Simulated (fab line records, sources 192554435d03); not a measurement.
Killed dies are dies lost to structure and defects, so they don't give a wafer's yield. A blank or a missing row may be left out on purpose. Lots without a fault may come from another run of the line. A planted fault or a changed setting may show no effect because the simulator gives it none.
Which tool did it? | flow n5_finfet | 24 lots, 72 wafers sampled, at 4 steps of a route of 1938

WHAT THE GAUGES READ, wafer by wafer
N5_GATE_CUT_THK_MEAS_24. Usual: GC_FILL_THK 219.7 nm, standard deviation 1.8.
lot  | measured     | on            | GC_FILL_THK (nm)  | flag
L074 | day 4 16:33  | film_metro-02 | 217.3 218.0 221.3 |
L075 | day 5 01:51  | film_metro-02 | 221.7 223.0 221.3 |
L076 | day 5 06:41  | film_metro-02 | 216.8 218.2 221.5 |
L077 | day 5 07:58  | film_metro-02 | 217.7 219.1 220.7 |
L078 | day 5 17:43  | film_metro-02 | 220.4 218.2 222.4 |
L079 | day 5 20:14  | film_metro-01 | 219.0 219.1 219.4 |
L080 | day 6 02:35  | film_metro-01 | 221.1 216.5 219.4 |
L081 | day 6 06:29  | film_metro-01 | 217.7 221.9 221.9 |
L082 | day 6 17:08  | film_metro-02 | 220.0 217.2 221.7 |
L083 | day 6 21:43  | film_metro-02 | 216.0 218.5 218.9 |
L084 | day 7 05:17  | film_metro-01 | 215.2 218.6 217.3 |
L085 | day 7 12:07  | film_metro-01 | 221.0 223.8 221.1 |
L086 | day 7 15:58  | film_metro-01 | 217.7 220.4 220.7 |
L087 | day 7 18:04  | film_metro-01 | 219.2 222.2 223.7 |
L088 | day 8 08:11  | film_metro-01 | 218.7 220.0 220.8 |
L089 | day 8 10:50  | film_metro-02 | 217.1 220.1 219.3 |
L090 | day 8 17:27  | film_metro-01 | 218.1 218.5 222.1 |
L091 | day 8 23:20  | film_metro-01 | 217.4 219.8 221.3 |
L092 | day 9 06:05  | film_metro-01 | 219.4 222.7 221.2 |
L093 | day 9 09:01  | film_metro-01 | 219.3 218.5 219.9 |
L094 | day 9 19:16  | film_metro-01 | 217.7 221.3 220.4 |
L095 | day 9 21:15  | film_metro-01 | 218.4 220.3 220.5 |
L096 | day 10 03:07 | film_metro-02 | 218.1 217.5 220.3 |
L097 | day 10 07:57 | film_metro-02 | 218.1 220.2 219.5 |

WHICH TOOL RAN EACH LOT (tool, then ch and the chambers of the sampled wafers, then the start)
lot  | N5_GATE_CUT_STRIP_41               | N5_GATE_CUT_CUT_ETCH_54           | N5_GATE_CUT_VAPOR_ETCH_49
L074 | rie_diel-01 ch 0,2, day 4 11:57    | rie_metal-01 ch 0,1, day 4 12:11  | rie_metal-01 ch 0,1, day 4 12:20
L075 | rie_diel-02 ch 0,1, day 4 22:48    | rie_metal-03 ch 0,1, day 4 23:02  | rie_metal-03 ch 0,1, day 4 23:11
L076 | rie_diel-05 ch 1,2, day 5 03:58    | rie_metal-02 ch 0,1, day 5 04:11  | rie_metal-02 ch 0,1, day 5 04:20
L077 | rie_diel-05 ch 1,2, day 5 05:34    | rie_metal-02 ch 0,1, day 5 05:47  | rie_metal-02 ch 0,1, day 5 05:56
L078 | rie_diel-05 ch 0,3, day 5 15:19    | rie_metal-01 ch 0,1, day 5 15:33  | rie_metal-01 ch 0,1, day 5 15:42
L079 | rie_diel-05 ch 0,2,3, day 5 17:50  | rie_metal-01 ch 0,1, day 5 18:04  | rie_metal-01 ch 0,1, day 5 18:13
L080 | rie_diel-02 ch 1,2,3, day 6 00:12  | rie_metal-02 ch 0,1, day 6 00:25  | rie_metal-02 ch 0,1, day 6 00:34
L081 | rie_diel-05 ch 1,3, day 6 03:47    | rie_metal-01 ch 0,1, day 6 04:01  | rie_metal-01 ch 0,1, day 6 04:10
L082 | rie_diel-05 ch 0,1,2, day 6 14:44  | rie_metal-03 ch 1, day 6 14:58    | rie_metal-03 ch 1, day 6 15:07
L083 | rie_diel-02 ch 0,2,3, day 6 19:19  | rie_metal-02 ch 0,1, day 6 19:32  | rie_metal-02 ch 0,1, day 6 19:41
L084 | rie_diel-02 ch 0,3, day 7 02:53    | rie_metal-01 ch 0,1, day 7 03:08  | rie_metal-01 ch 0,1, day 7 03:16
L085 | rie_diel-01 ch 0,2,3, day 7 09:43  | rie_metal-02 ch 0,1, day 7 09:58  | rie_metal-02 ch 0,1, day 7 10:06
L086 | rie_diel-01 ch 2,3, day 7 13:34    | rie_metal-02 ch 0,1, day 7 13:47  | rie_metal-02 ch 0,1, day 7 13:56
L087 | rie_diel-05 ch 0,2,3, day 7 15:41  | rie_metal-03 ch 1, day 7 15:54    | rie_metal-03 ch 1, day 7 16:03
L088 | rie_diel-05 ch 0,1,3, day 8 05:17  | rie_metal-02 ch 0,1, day 8 05:32  | rie_metal-02 ch 0,1, day 8 05:41
L089 | rie_diel-02 ch 0,1,3, day 8 08:26  | rie_metal-03 ch 0,1, day 8 08:40  | rie_metal-03 ch 0,1, day 8 08:49
L090 | rie_diel-05 ch 1,3, day 8 15:02    | rie_metal-02 ch 0,1, day 8 15:16  | rie_metal-02 ch 0,1, day 8 15:25
L091 | rie_diel-02 ch 1,2,3, day 8 20:35  | rie_metal-02 ch 0,1, day 8 20:49  | rie_metal-02 ch 0,1, day 8 20:58
L092 | rie_diel-01 ch 2,3, day 9 02:43    | rie_metal-03 ch 1, day 9 02:56    | rie_metal-03 ch 1, day 9 03:05
L093 | rie_diel-01 ch 2,3, day 9 06:37    | rie_metal-02 ch 0,1, day 9 06:51  | rie_metal-02 ch 0,1, day 9 07:00
L094 | rie_diel-01 ch 0,2, day 9 16:29    | rie_metal-02 ch 0,1, day 9 16:47  | rie_metal-02 ch 0,1, day 9 16:56
L095 | rie_diel-05 ch 1,2,3, day 9 18:51  | rie_metal-03 ch 0,1, day 9 19:05  | rie_metal-03 ch 0,1, day 9 19:14
L096 | rie_diel-05 ch 0,1,3, day 10 00:07 | rie_metal-02 ch 0,1, day 10 00:23 | rie_metal-02 ch 0,1, day 10 00:35
L097 | rie_diel-05 ch 0,1,3, day 10 05:34 | rie_metal-02 ch 0,1, day 10 05:47 | rie_metal-02 ch 0,1, day 10 05:56
- N5_GATE_CUT_STRIP_41: strips in CF4.
- N5_GATE_CUT_CUT_ETCH_54: etches TiN in Cl2/BCl3, target depth 96.7 nm.
- N5_GATE_CUT_VAPOR_ETCH_49: etches TiAlC in BCl3/Cl2.

WHAT THE TOOLS THEMSELVES READ (means of the sampled wafers that have a number; where no wafer has one, the mark that the record gives instead)
N5_GATE_CUT_STRIP_41. Usual: drypump_motor_current_A 5.8 A, standard deviation 0.4; oes_product_au 0.180 a.u., standard deviation 0.021; rf_vpp_V 271.6 V, standard deviation 1.5; showerhead_plenum_p_Torr 1.82 Torr, standard deviation 0.057; throttle_valve_pct 13.68 %, standard deviation 0.21.
lot  | tool        | drypump_motor_current_A (A) | oes_product_au (a.u.) | rf_vpp_V (V) | showerhead_plenum_p_Torr (Torr) | throttle_valve_pct (%) | flag
L074 | rie_diel-01 | 6.2                         | 0.196                 | 271.4        | 1.79                            | 13.73                  |
L075 | rie_diel-02 | 5.6                         | 0.166                 | 271.5        | 1.85                            | 13.83                  |
L076 | rie_diel-05 | 5.3                         | 0.177                 | 271.0        | 1.75                            | 13.51                  |
L077 | rie_diel-05 | 5.7                         | 0.181                 | 271.7        | 1.78                            | 13.56                  |
L078 | rie_diel-05 | 6.0                         | 0.163                 | 271.9        | 1.86                            | 13.84                  |
L079 | rie_diel-05 | 5.7                         | 0.166                 | 271.6        | 1.81                            | 13.72                  |
L080 | rie_diel-02 | 6.0                         | 0.179                 | 271.8        | 1.84                            | 13.56                  |
L081 | rie_diel-05 | 5.9                         | 0.168                 | 271.6        | 1.84                            | 13.79                  |
L082 | rie_diel-05 | 5.7                         | 0.175                 | 271.6        | 1.80                            | 13.65                  |
L083 | rie_diel-02 | 6.0                         | 0.185                 | 272.2        | 1.85                            | 13.64                  |
L084 | rie_diel-02 | 5.8                         | 0.194                 | 273.2        | 1.88                            | 13.76                  |
L085 | rie_diel-01 | 6.0                         | 0.191                 | 271.5        | 1.79                            | 13.73                  |
L086 | rie_diel-01 | 5.8                         | 0.189                 | 270.9        | 1.79                            | 13.69                  |
L087 | rie_diel-05 | 5.6                         | 0.164                 | 271.3        | 1.81                            | 13.75                  |
L088 | rie_diel-05 | 6.0                         | 0.165                 | 271.1        | 1.84                            | 13.80                  |
L089 | rie_diel-02 | 5.8                         | 0.197                 | 271.8        | 1.87                            | 13.53                  |
L090 | rie_diel-05 | 5.8                         | 0.161                 | 271.6        | 1.83                            | 13.83                  |
L091 | rie_diel-02 | 6.0                         | 0.198                 | 272.1        | 1.84                            | 13.43                  |
L092 | rie_diel-01 | 5.8                         | 0.217                 | 272.9        | 1.87                            | 13.43                  |
L093 | rie_diel-01 | 5.9                         | 0.216                 | 273.2        | 1.87                            | 13.44                  |
L094 | rie_diel-01 | 6.0                         | 0.216                 | 272.1        | 1.87                            | 13.49                  |
L095 | rie_diel-05 | 5.6                         | 0.167                 | 271.3        | 1.79                            | 13.72                  |
L096 | rie_diel-05 | 5.9                         | 0.162                 | 271.6        | 1.83                            | 13.84                  |
L097 | rie_diel-05 | 6.0                         | 0.164                 | 271.7        | 1.83                            | 13.84                  |

N5_GATE_CUT_CUT_ETCH_54. Usual: drypump_motor_current_A 5.7 A, standard deviation 0.48; etch_rf_on_time_s 37.3 s, standard deviation 1; oes_product_au 0.66 a.u., standard deviation 0.091; throttle_valve_pct 22.25 %, standard deviation 0.23.
lot  | tool         | drypump_motor_current_A (A) | etch_rf_on_time_s (s) | oes_product_au (a.u.) | throttle_valve_pct (%) | flag
L074 | rie_metal-01 | 5.6                         | 36.3                  | 0.62                  | 22.40                  |
L075 | rie_metal-03 | 5.2                         | 36.2                  | 0.67                  | 22.18                  |
L076 | rie_metal-02 | 5.8                         | 37.7                  | 0.73                  | 22.09                  |
L077 | rie_metal-02 | 5.7                         | 37.8                  | 0.73                  | 22.09                  |
L078 | rie_metal-01 | 6.2                         | 36.2                  | 0.67                  | 22.48                  |
L079 | rie_metal-01 | 5.6                         | 36.5                  | 0.62                  | 22.41                  |
L080 | rie_metal-02 | 5.8                         | 38.3                  | 0.72                  | 22.08                  |
L081 | rie_metal-01 | 5.6                         | 36.5                  | 0.61                  | 22.42                  |
L082 | rie_metal-03 | 5.1                         | 35.2                  | 0.72                  | 22.04                  |
L083 | rie_metal-02 | 5.8                         | 37.6                  | 0.72                  | 22.09                  |
L084 | rie_metal-01 | 5.6                         | 36.3                  | 0.62                  | 22.41                  |
L085 | rie_metal-02 | 5.8                         | 37.7                  | 0.66                  | 22.24                  |
L086 | rie_metal-02 | 5.8                         | 38.1                  | 0.65                  | 22.25                  |
L087 | rie_metal-03 | 5.1                         | 35.9                  | 0.72                  | 22.06                  |
L088 | rie_metal-02 | 5.8                         | 38.2                  | 0.65                  | 22.26                  |
L089 | rie_metal-03 | 5.2                         | 37.1                  | 0.61                  | 22.32                  |
L090 | rie_metal-02 | 5.7                         | 38.0                  | 0.71                  | 22.10                  |
L091 | rie_metal-02 | 5.8                         | 37.9                  | 0.65                  | 22.26                  |
L092 | rie_metal-03 | 5.1                         | 35.2                  | 0.71                  | 22.05                  |
L093 | rie_metal-02 | 5.7                         | 37.9                  | 0.70                  | 22.11                  |
L094 | rie_metal-02 | 5.7                         | 37.9                  | 0.70                  | 22.11                  |
L095 | rie_metal-03 | 5.2                         | 36.3                  | 0.65                  | 22.20                  |
L096 | rie_metal-02 | 5.8                         | 37.9                  | 0.64                  | 22.27                  |
L097 | rie_metal-02 | 5.8                         | 38.3                  | 0.64                  | 22.27                  |

N5_GATE_CUT_VAPOR_ETCH_49. Usual: drypump_motor_current_A 5.7 A, standard deviation 0.48; oes_product_au 0.74 a.u., standard deviation 0.099.
lot  | tool         | drypump_motor_current_A (A) | oes_product_au (a.u.) | flag
L074 | rie_metal-01 | 5.6                         | 0.69                  |
L075 | rie_metal-03 | 5.2                         | 0.76                  |
L076 | rie_metal-02 | 5.8                         | 0.82                  |
L077 | rie_metal-02 | 5.8                         | 0.82                  |
L078 | rie_metal-01 | 6.2                         | 0.73                  |
L079 | rie_metal-01 | 5.6                         | 0.67                  |
L080 | rie_metal-02 | 5.8                         | 0.81                  |
L081 | rie_metal-01 | 5.6                         | 0.68                  |
L082 | rie_metal-03 | 5.1                         | 0.79                  |
L083 | rie_metal-02 | 5.8                         | 0.82                  |
L084 | rie_metal-01 | 5.6                         | 0.68                  |
L085 | rie_metal-02 | 5.9                         | 0.73                  |
L086 | rie_metal-02 | 5.8                         | 0.73                  |
L087 | rie_metal-03 | 5.1                         | 0.80                  |
L088 | rie_metal-02 | 5.8                         | 0.74                  |
L089 | rie_metal-03 | 5.2                         | 0.69                  |
L090 | rie_metal-02 | 5.8                         | 0.80                  |
L091 | rie_metal-02 | 5.8                         | 0.74                  |
L092 | rie_metal-03 | 5.1                         | 0.79                  |
L093 | rie_metal-02 | 5.8                         | 0.79                  |
L094 | rie_metal-02 | 5.8                         | 0.79                  |
L095 | rie_metal-03 | 5.2                         | 0.72                  |
L096 | rie_metal-02 | 5.8                         | 0.72                  |
L097 | rie_metal-02 | 5.8                         | 0.71                  |

THE ANSWER, worked out from the rows above alone
Rule: a lot is off if the mean of its wafers that have a number lies more than 3 standard deviations from the usual mean. A lot without any number at a reading at which 4 lots or more have one is off too. The other lots that the step has rows for count as sound. The gauges are gone through in route order, then the tools' own readings, and for those a lot's mean is taken as printed above. The first step at which some lot is off is used, and at that step the reading that is off furthest; a lot without a number counts as furthest.
No lot is off at any reading shown: from this, nothing can be told.

WHAT THE SIMULATOR HAD PUT IN
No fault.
